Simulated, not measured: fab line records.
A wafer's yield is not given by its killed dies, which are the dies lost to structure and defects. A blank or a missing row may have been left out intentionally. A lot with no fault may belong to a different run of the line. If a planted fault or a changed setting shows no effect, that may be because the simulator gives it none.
Problem report in the 8D (eight disciplines) form, filled by code -- flow nandHarc -- the parts of the form that need people (team, actions taken, sign-off) are left out

## 1. PROBLEM STATEMENT
thkNm at NHARC_A_ONON_D2_THK_MEAS_05 reads a mean of 1063 nm on 3 wafers of 3 lots; wafers without a fault read 1001 nm with a standard deviation of 11. That is +5.7 standard deviations from the usual mean.
The step: measures by ellipsometry.
Earliest sighting: wafer L283.4 on filmMetro-01 at day 20 04:12. The record has a number at this step for 34 wafers belonging to 12 lots. Rule for "out" (also "out of limits"): further than 4 standard deviations from the usual mean. The other wafers with a number count as sound.

## 2. WHAT THIS IS AND IS NOT
question,is,is not
which readings at this step,thkNm,-
which lots,"L283, L287, L288","L266, L267, L268, L269, L273, L275, L276, L278, L280"
which wafers of those lots,"L283.4, L287.1, L288.1","L283.2, L287.2, L288.2, L288.5"
read on which gauges,"filmMetro-01, filmMetro-02",-
when,from day 20 04:12,"up to then (28 sound wafers); but 3 sound wafers of L287, L288 came after"

## 3. THE SUSPECTS, EACH WITH WHAT RULES IT OUT
Counting: a tool at a process step up to the reading stays a suspect if it ran every lot that is out. Sound lots after the first of them don't rule it out here, since some wafers of a struck lot are sound.
- the gauge at NHARC_A_ONON_D2_THK_MEAS_05 is ruled out. The wafers that are out were read on 2 gauges (filmMetro-01, filmMetro-02).
- pecvdOnon-02 at NHARC_A_ONON_D2_DEP_03 (target thk 1000 nm): kept. Every lot that is out went through it, the first being L283 (day 20 03:44); the last sound lot it ran before that was L278 (day 17 13:49).
Remaining after the count: pecvdOnon-02 at NHARC_A_ONON_D2_DEP_03.

## 4. THE CAUSE (what the simulator had put in)
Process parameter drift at NHARC_A_ONON_D2_DEP_03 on pecvdOnon-02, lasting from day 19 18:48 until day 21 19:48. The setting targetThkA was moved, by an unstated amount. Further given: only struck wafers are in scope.
Only this tool survived the counting.

## 5. THE CHAIN OF EFFECTS, in route order
One row per reading whose mean, taken over the struck wafers that have a number, lies over 3 standard deviations from the usual. Only readings for which the record gives a usual standard deviation are gone through. hours: the time from each lot's start at the first step in this table that gives one to its start at this step, as a median over the lots. sigmas: the change in usual standard deviations.
hours,step,reading,usual,on struck wafers,change,sigmas
0,NHARC_A_ONON_D2_THK_MEAS_05,thkNm,1001 nm,1063,+62,+5.7
294,NHARC_END_SORT_01,killedAtArray,46,671,+625,+39
294,NHARC_END_SORT_01,killedDies,51,677,+626,+37

## 6. HOW IT WOULD HAVE BEEN CAUGHT EARLIER
In this record the first reading out of limits at a measuring or inspecting step was taken at day 20 04:12, 9 hours after the fault began at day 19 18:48.
Tool readings at NHARC_A_ONON_D2_DEP_03 with a usual standard deviation given in the record: none out on any struck wafer, hence no alarm at a limit of 4 standard deviations on them.
Lots out: 3; of these, L287, L288 started NHARC_A_ONON_D2_DEP_03 on pecvdOnon-02 after day 20 04:12. A hold on the tool at that time would have spared those 2.
